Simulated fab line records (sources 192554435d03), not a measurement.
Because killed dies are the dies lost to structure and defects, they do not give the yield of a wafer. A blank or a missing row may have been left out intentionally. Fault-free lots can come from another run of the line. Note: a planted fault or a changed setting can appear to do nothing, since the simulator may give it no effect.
Chamber matching || flow n5Finfet || 3 sister chambers for N5_BEOL_M2_CO_CAP_55 on cvdCo-02
The step material Co, precursor CCTBA/H2, target thk 2 nm, time 102.1 s. 14 wafers are shown with their chamber, then 7 later ones without.

## WAFERS WITH THEIR CHAMBER
{"wafer": "L076.1", "chamber": 1, "heaterPowerW (W)": 209}
{"wafer": "L076.3", "chamber": 0, "heaterPowerW (W)": 205}
{"wafer": "L076.4", "chamber": 0, "heaterPowerW (W)": 211}
{"wafer": "L082.3", "chamber": 2, "heaterPowerW (W)": 204}
{"wafer": "L082.4", "chamber": 0, "heaterPowerW (W)": 208}
{"wafer": "L082.5", "chamber": 1, "heaterPowerW (W)": 214}
{"wafer": "L085.3", "chamber": 1, "heaterPowerW (W)": 214}
{"wafer": "L085.4", "chamber": 0, "heaterPowerW (W)": 210}
{"wafer": "L085.6", "chamber": 1, "heaterPowerW (W)": 209}
{"wafer": "L088.1", "chamber": 1, "heaterPowerW (W)": 212}
{"wafer": "L088.2", "chamber": 2, "heaterPowerW (W)": 202}
{"wafer": "L088.4", "chamber": 1, "heaterPowerW (W)": 208}
{"wafer": "L092.4", "chamber": 2, "heaterPowerW (W)": 205}
{"wafer": "L092.5", "chamber": 0, "heaterPowerW (W)": 208}

SIGNATURES (averages over the wafers above)
{"reading": "heaterPowerW", "chamber 0": 208.40, "chamber 1": 211.00, "chamber 2": 203.67, "scatter within a chamber": 2.37}
Rule: for each reading, subtract the chamber's mean from the wafer's reading, divide by that reading's scatter and square the result; add these up over the readings and take the root, which gives the wafer's distance from the chamber. The wafer belongs to the nearest chamber; if the next one is less than 2 further off, it can't be placed. How the scatter is found: for the shown wafers, subtract from each reading the mean of its chamber, square and add these, divide the total by (wafers less chambers), then take the root.

## WAFERS WITH NO CHAMBER GIVEN
{"wafer": "L092.6", "heaterPowerW (W)": 219}
{"wafer": "L094.1", "heaterPowerW (W)": 204}
{"wafer": "L094.4", "heaterPowerW (W)": 208}
{"wafer": "L094.5", "heaterPowerW (W)": 212}
{"wafer": "L097.1", "heaterPowerW (W)": 210}
{"wafer": "L097.3", "heaterPowerW (W)": 205}
{"wafer": "L097.5", "heaterPowerW (W)": 214}

## THE CHAMBER EACH PASSED THROUGH
{"wafer": "L092.6", "from the rows above": "can't be placed: 1 or 0", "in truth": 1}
{"wafer": "L094.1", "from the rows above": "can't be placed: 2 or 0", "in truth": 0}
{"wafer": "L094.4", "from the rows above": "can't be placed: 0 or 1 or 2", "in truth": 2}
{"wafer": "L094.5", "from the rows above": "can't be placed: 1 or 0", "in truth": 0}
{"wafer": "L097.1", "from the rows above": "can't be placed: 1 or 0", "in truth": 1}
{"wafer": "L097.3", "from the rows above": "can't be placed: 2 or 0 or 1", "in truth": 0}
{"wafer": "L097.5", "from the rows above": "can't be placed: 1 or 0", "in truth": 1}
Placed correctly: 0 of 7. These rows do not allow placing 7 (true chamber among the candidates in 7). Placed wrongly: 0.
